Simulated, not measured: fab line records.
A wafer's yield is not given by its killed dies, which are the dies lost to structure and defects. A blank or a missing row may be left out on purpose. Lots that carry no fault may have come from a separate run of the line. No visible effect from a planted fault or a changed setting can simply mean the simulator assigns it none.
fab line records	flow n5Finfet
record lots=7	wafers=39
route steps=1938 shown DUMMY_GATE@228 SD_EPI_N@288 HKMG_FIN@402 GATE_CUT@469
startH: the number of hours between the record's first day and the start of the first shown wafer of the lot	waitH: hours since the lot's step before	" as in the row above	L1.1+2: a single row standing in for several wafers	- no value, or no start given	* or withheld: withheld	< > ~ a bound
route shown NAME@n: NAME is a module with steps in the file, n the number in the route of the first one	usual: mean and standard deviation over wafers with no fault	same: alike in all rows	chamber/n: place in a boat	sites: readings site by site	_std_site: how widely they spread, as a standard deviation	_edge_site: the outer-site mean with the inner-site mean subtracted	radiusMm: how far each site lies from the wafer's centre	mask NAME#n: copy n	behind: the most recent tool/chamber to have shaped the wafer	hold: why the lot was held/for how many hours/how that ended	device: transistor that didn't switch, given as n, p or np	end of line: at the end of the route, the tests of the same wafers	a step with no rows: only its recipe	killed: count of dies lost to structure and defects at first sort (not the wafer's yield)	map: dies across one wafer; x = killed, . = not, _ = none there
set.NAME: the setting as run; set.NAME@STEP: as run at that earlier step	model.NAME: the simulator's own value behind a step, which no gauge read
lots whose settings were changed on purpose; a table a step, a row a wafer
## steps
# step N5_DUMMY_GATE_EXPOSE_12
# recipe maskId=GATE	na=0.33	sourceShape=annular	sigmaInner=0.2	sigmaOuter=0.6	polarization=unpolarized	targetCdNm=25	doseMj=34
lot.wafer	tool	chamber	startH	waitH	mask	set.doseMj
L075.1+2+3	euvScanner-02	0	53.75	-	GATE#0	35.37
L075.4+5+6	"	0	"	"	GATE#0	34
L078.2+3+6	euvScanner-02	0	70.42	-	GATE#0	34
L086.1+2+3+4+5+6	euvScanner-01	0	117.86	-	GATE#0	34
L088.1+3+4	euvScanner-01	0	129.73	-	GATE#0	34
L088.2+5+6	"	0	"	"	GATE#0	36.55
L091.1+2+5	euvScanner-01	0	147.06	-	GATE#0	34.75
L091.3+4+6	"	0	"	"	GATE#0	34
L092.1+2+5	euvScanner-01	0	153.04	-	GATE#0	33.21
L092.3+4+6	"	0	"	"	GATE#0	34
L097.1+3+6	euvScanner-02	0	186.74	-	GATE#0	34
L097.2+4+5	"	0	"	"	GATE#0	32.35
# step N5_DUMMY_GATE_PEB_13
# recipe pebTempC=100	pebTimeS=60	resist=CAR-EUV
# step N5_DUMMY_GATE_DEVELOP_14
# recipe developTimeS=30	developer=TMAH	resist=CAR-EUV	rinseLiquid=surfactantRinse	dry=airSpin	devTempC=23
# step N5_DUMMY_GATE_CD_MEAS_15
# recipe targetCdNm=25.8	landingEnergyEv=500	detector=seInlens
# usual cdNm=25.00/0.29
lot.wafer	tool	chamber	startH	waitH	set.doseMj@DUMMY_GATE_EXPOSE_12	cdNm
L075.1	cdSem-01	0	53.88	-	35.37	24.30
L075.2	"	0	"	"	35.37	24.03
L075.3	"	0	"	"	35.37	23.82
L075.4	"	0	"	"	34	24.73
L075.5	"	0	"	"	34	25.10
L075.6	"	0	"	"	34	24.70
L078.2	cdSem-02	0	70.54	-	34	25.33
L078.3	"	0	"	"	34	25.05
L078.6	"	0	"	"	34	24.80
L086.1	cdSem-01	0	117.99	-	34	24.80
L086.2	"	0	"	"	34	24.69
L086.3	"	0	"	"	34	24.93
L086.4	"	0	"	"	34	25.09
L086.5	"	0	"	"	34	24.96
L086.6	"	0	"	"	34	24.95
L088.1	cdSem-02	0	129.86	-	34	24.82
L088.2	"	0	"	"	36.55	23.66
L088.3	"	0	"	"	34	24.89
L088.4	"	0	"	"	34	24.78
L088.5	"	0	"	"	36.55	23.93
L088.6	"	0	"	"	36.55	23.39
L091.1	cdSem-01	0	147.19	-	34.75	24.58
L091.2	"	0	"	"	34.75	25.13
L091.3	"	0	"	"	34	24.82
L091.4	"	0	"	"	34	25.00
L091.5	"	0	"	"	34.75	24.61
L091.6	"	0	"	"	34	24.97
L092.1	cdSem-03	0	153.17	-	33.21	24.94
L092.2	"	0	"	"	33.21	25.28
L092.3	"	0	"	"	34	25.14
L092.4	"	0	"	"	34	24.96
L092.5	"	0	"	"	33.21	25.11
L092.6	"	0	"	"	34	25.04
L097.1	cdSem-02	0	186.87	-	34	25.06
L097.2	"	0	"	"	32.35	25.90
L097.3	"	0	"	"	34	24.90
L097.4	"	0	"	"	32.35	25.97
L097.5	"	0	"	"	32.35	25.74
L097.6	"	0	"	"	34	25.18
# step N5_SD_EPI_N_EPI_21
# recipe material=Si:P	dopant=P	tempC=680	pressureTorr=255	timeS=690
lot.wafer	tool	chamber	startH	waitH	set.tempC	model.Si-P_of_SD_EPI_N_EPI_21.thkNm
L075.1	epiRpcvd-01	0	57.94	0.1	680	59.4
L075.2+5	"	0	"	"	680	59.2
L075.3	"	0	"	"	682.1	62
L075.4+6	"	0	"	"	682.1	61
L078.2	epiRpcvd-03	0	75.03	0.4	680	59
L078.3	"	0	"	"	680	58
L078.6	"	0	"	"	680	58.4
L086.1	epiRpcvd-01	0	122.07	0.1	676.8	55
L086.2	"	0	"	"	680	59.6
L086.3+4	"	0	"	"	680	59
L086.5	"	0	"	"	676.8	56.2
L086.6	"	0	"	"	676.8	55.8
L088.1+2	epiRpcvd-01	0	134.26	0.1	680	57.4
L088.3	"	0	"	"	680	57.6
L088.4	"	0	"	"	680	57.8
L088.5+6	"	0	"	"	680	58.2
L091.1+6	epiRpcvd-01	0	151.26	0.1	680	58.4
L091.2	"	0	"	"	680	58.8
L091.3+4	"	0	"	"	680	58.6
L091.5	"	0	"	"	680	59
L092.1	epiRpcvd-03	0	157.31	0.1	676	55.2
L092.2	"	0	"	"	680	59.2
L092.3	"	0	"	"	676	55
L092.4	"	0	"	"	680	59.4
L092.5	"	0	"	"	680	58.2
L092.6	"	0	"	"	676	55.4
L097.1+3	epiRpcvd-03	0	191.38	0.2	680	59.6
L097.2+6	"	0	"	"	684.6	64.4
L097.4	"	0	"	"	680	60.4
L097.5	"	0	"	"	684.6	64.2
# step N5_HKMG_FIN_ETCH_54
# recipe chemistry=CF4	target=SiARC	targetDepthA=455	maskMaterial=CAR-ArF	timeS=75.8	ionEnergyEv=80	pressureMtorr=40	sourceW=545	biasW=36	Ar_flow_sccm=100	cf4FlowSccm=100	ends=cleared
# usual rfVppV=184.1/1.3
lot.wafer	tool	chamber	startH	waitH	set.sourceW	rfVppV
L075.1	rieDiel-02	0	77.47	0.0	545	182.5
L075.2	"	2	"	"	591.5	180.0
L075.3	"	1	"	"	545	183.8
L075.4	"	3	"	"	545	184.0
L075.5	"	3	"	"	591.5	179.3
L075.6	"	2	"	"	591.5	178.9
L078.2	rieDiel-02	0	95.53	0.0	545	183.0
L078.3	"	3	"	"	545	185.1
L078.6	"	2	"	"	545	185.4
L086.1	rieDiel-02	3	143.34	0.0	545	184.6
L086.2	"	2	"	"	644.2	174.3
L086.3	"	1	"	"	545	185.3
L086.4	"	0	"	"	644.2	172.2
L086.5	"	0	"	"	644.2	171.6
L086.6	"	3	"	"	545	184.4
L088.1	rieDiel-01	3	155.22	0.0	545	183.0
L088.2	"	1	"	"	545	182.9
L088.3	"	2	"	"	545	183.8
L088.4	"	0	"	"	545	182.5
L088.5	"	1	"	"	545	183.7
L088.6	"	2	"	"	545	184.1
L091.1	rieDiel-02	2	172.86	0.0	545	186.0
L091.2	"	1	"	"	496.1	190.1
L091.3	"	3	"	"	545	183.8
L091.4	"	0	"	"	545	183.3
L091.5	"	3	"	"	496.1	189.4
L091.6	"	0	"	"	496.1	188.0
L092.1	rieDiel-02	1	178.69	0.0	545	184.5
L092.2	"	2	"	"	545	185.1
L092.3	"	3	"	"	588.5	180.9
L092.4	"	0	"	"	545	181.8
L092.5	"	3	"	"	588.5	180.4
L092.6	"	2	"	"	588.5	180.5
L097.1	rieDiel-01	1	215.57	0.0	545	184.4
L097.2	"	2	"	"	458.3	195.1
L097.3	"	3	"	"	458.3	195.3
L097.4	"	0	"	"	458.3	193.8
L097.5	"	1	"	"	545	183.4
L097.6	"	2	"	"	545	184.8
# step N5_HKMG_FIN_ETCH_58
# recipe chemistry=N2/H2	target=SOC	targetDepthA=2158	ionEnergyEv=50	biasW=13	timeS=741	pressureMtorr=30	sourceW=875	n2FlowSccm=200	h2FlowSccm=200
# usual rfVppV=99.1/0.94
lot.wafer	tool	chamber	startH	waitH	set.biasW	rfVppV
L075.1	rieDiel-02	0	77.73	0.0	13	97.5
L075.2	"	2	"	"	13.92	105.4
L075.3	"	1	"	"	13	99.0
L075.4	"	3	"	"	13.92	103.7
L075.5	"	3	"	"	13	98.4
L075.6	"	2	"	"	13.92	103.8
L078.2	rieDiel-02	0	95.80	0.0	13	98.6
L078.3	"	3	"	"	13	100.7
L078.6	"	2	"	"	13	101.4
L086.1	rieDiel-02	3	143.60	0.0	13	99.9
L086.2	"	2	"	"	11.58	93.5
L086.3	"	1	"	"	11.58	91.0
L086.4	"	0	"	"	13	99.8
L086.5	"	0	"	"	13	97.6
L086.6	"	3	"	"	11.58	91.2
L088.1	rieDiel-01	3	155.48	0.0	13	99.1
L088.2	"	1	"	"	11.86	91.9
L088.3	"	2	"	"	11.86	94.0
L088.4	"	0	"	"	11.86	93.0
L088.5	"	1	"	"	13	99.0
L088.6	"	2	"	"	13	99.0
L091.1	rieDiel-02	2	173.13	0.0	14.14	106.5
L091.2	"	1	"	"	14.14	103.0
L091.3	"	3	"	"	13	98.6
L091.4	"	0	"	"	14.14	103.0
L091.5	"	3	"	"	13	99.8
L091.6	"	0	"	"	13	98.7
L092.1	rieDiel-02	1	178.96	0.0	13	99.5
L092.2	"	2	"	"	10.68	87.3
L092.3	"	3	"	"	13	99.6
L092.4	"	0	"	"	13	98.2
L092.5	"	3	"	"	10.68	87.8
L092.6	"	2	"	"	10.68	87.1
L097.1	rieDiel-01	1	215.84	0.0	13	98.6
L097.2	"	2	"	"	13	98.2
L097.3	"	3	"	"	13	98.5
L097.4	"	0	"	"	13.93	104.2
L097.5	"	1	"	"	13.93	103.4
L097.6	"	2	"	"	13.93	104.0
# step N5_GATE_CUT_ETCH_58
# recipe chemistry=CH3F/O2	target=SiNx	targetDepthA=170	timeS=128.6	ionEnergyEv=50	pressureMtorr=30	sourceW=415	biasW=21	Ar_flow_sccm=150	CH3F_flow_sccm=30	O2_flow_sccm=20
# usual rfVppV=98.8/0.93
lot.wafer	tool	chamber	startH	waitH	set.sourceW	rfVppV
L075.1	rieDiel-03	1	85.70	0.0	415	99.2
L075.2	"	0	"	"	336.5	108.0
L075.3	"	3	"	"	336.5	106.7
L075.4	"	2	"	"	415	99.2
L075.5	"	2	"	"	336.5	104.8
L075.6	"	1	"	"	415	100.4
L078.2	rieDiel-06	2	103.98	0.0	415	98.5
L078.3	"	3	"	"	415	99.5
L078.6	"	0	"	"	415	99.5
L086.1	rieDiel-06	3	151.35	0.1	415	97.2
L086.2	"	1	"	"	415	98.8
L086.3	"	2	"	"	415	98.3
L086.4	"	0	"	"	415	98.5
L086.5	"	2	"	"	415	97.8
L086.6	"	1	"	"	415	98.7
L088.1	rieDiel-03	0	163.22	0.0	471.4	95.4
L088.2	"	2	"	"	415	98.1
L088.3	"	1	"	"	471.4	95.3
L088.4	"	3	"	"	415	98.5
L088.5	"	0	"	"	415	98.7
L088.6	"	1	"	"	471.4	95.7
L091.1	rieDiel-05	0	181.40	0.0	415	100.8
L091.2	"	2	"	"	359.9	104.4
L091.3	"	1	"	"	359.9	104.6
L091.4	"	3	"	"	359.9	105.4
L091.5	"	2	"	"	415	98.3
L091.6	"	1	"	"	415	98.7
L092.1	rieDiel-06	3	187.03	0.0	345.2	104.1
L092.2	"	0	"	"	415	98.1
L092.3	"	1	"	"	415	97.0
L092.4	"	0	"	"	345.2	105.1
L092.5	"	1	"	"	345.2	104.3
L092.6	"	3	"	"	415	97.8
L097.1	rieDiel-06	0	224.10	0.2	415	99.8
L097.2	"	2	"	"	415	99.6
L097.3	"	1	"	"	390.6	98.7
L097.4	"	3	"	"	390.6	100.2
L097.5	"	3	"	"	390.6	101.7
L097.6	"	2	"	"	415	101.5
# step N5_GATE_CUT_ALD_22
# recipe material=SiNx	targetThkA=160	tempC=400	aldPrecursorFamily=SiH2I2	aldCoReactant=N2/H2-plasma	pulseTimeS=1	aldCycles=320	purgeTimeS=2	coReactantPurgeTimeS=2	pressureTorr=2
lot.wafer	tool	chamber	startH	waitH	set.aldCycles	model.SiNx_of_GATE_CUT_ALD_22.thkNm
L075.1	aldSin-02	0	90.13	0.0	320	16.2
L075.2+5	"	1,3	"	"	320	16
L075.3+4+6	"	3,0,1	"	"	372	18.6
L078.2	aldSin-02	2	108.32	0.0	320	16.2
L078.3+6	"	1	"	"	320	16
L086.1	aldSin-03	3	155.60	0.0	277	13.8
L086.2+3+5	"	0,2,2	"	"	320	16
L086.4+6	"	1	"	"	277	14
L088.1	aldSin-03	1	169.02	0.0	320	16.2
L088.2+6	"	0	"	"	301	15
L088.3+5	"	3	"	"	320	16
L088.4	"	1	"	"	301	15.2
L091.1+5	aldSin-02	3,1	186.44	0.1	320	16
L091.2	"	1	"	"	335	16.6
L091.3+6	"	2	"	"	335	16.8
L091.4	"	0	"	"	320	16.2
L092.1+4+6	aldSin-02	3,2,0	191.94	0.0	320	16
L092.2	"	0	"	"	294	14.8
L092.3+5	"	1,3	"	"	294	14.6
L097.1+3	aldSin-02	1,2	229.83	1.4	320	16
L097.2+4	"	0,1	"	"	341	17
L097.5	"	2	"	"	320	16.2
L097.6	"	0	"	"	341	17.2
## key
split step=N5_DUMMY_GATE_EXPOSE_12	setting=doseMj	stated=34	by=wafer
response step=N5_DUMMY_GATE_CD_MEAS_15	reading=cdNm	change=-0.155	per=1%	r=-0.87
split step=N5_SD_EPI_N_EPI_21	setting=tempC	stated=680	by=wafer
response step=N5_SD_EPI_N_EPI_21	reading=model.Si-P_of_SD_EPI_N_EPI_21.thkNm	change=+6.71	per=1%	r=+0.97
split step=N5_HKMG_FIN_ETCH_54	setting=sourceW	stated=545	by=wafer
response step=N5_HKMG_FIN_ETCH_54	reading=rfVppV	change=-0.612	per=1%	r=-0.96
split step=N5_HKMG_FIN_ETCH_58	setting=biasW	stated=13	by=wafer
response step=N5_HKMG_FIN_ETCH_58	reading=rfVppV	change=+0.673	per=1%	r=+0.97
split step=N5_GATE_CUT_ETCH_58	setting=sourceW	stated=415	by=wafer
response step=N5_GATE_CUT_ETCH_58	reading=rfVppV	change=-0.348	per=1%	r=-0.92
split step=N5_GATE_CUT_ALD_22	setting=aldCycles	stated=320	by=wafer
response step=N5_GATE_CUT_ALD_22	reading=model.SiNx_of_GATE_CUT_ALD_22.thkNm	change=+0.156	per=1%	r=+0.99
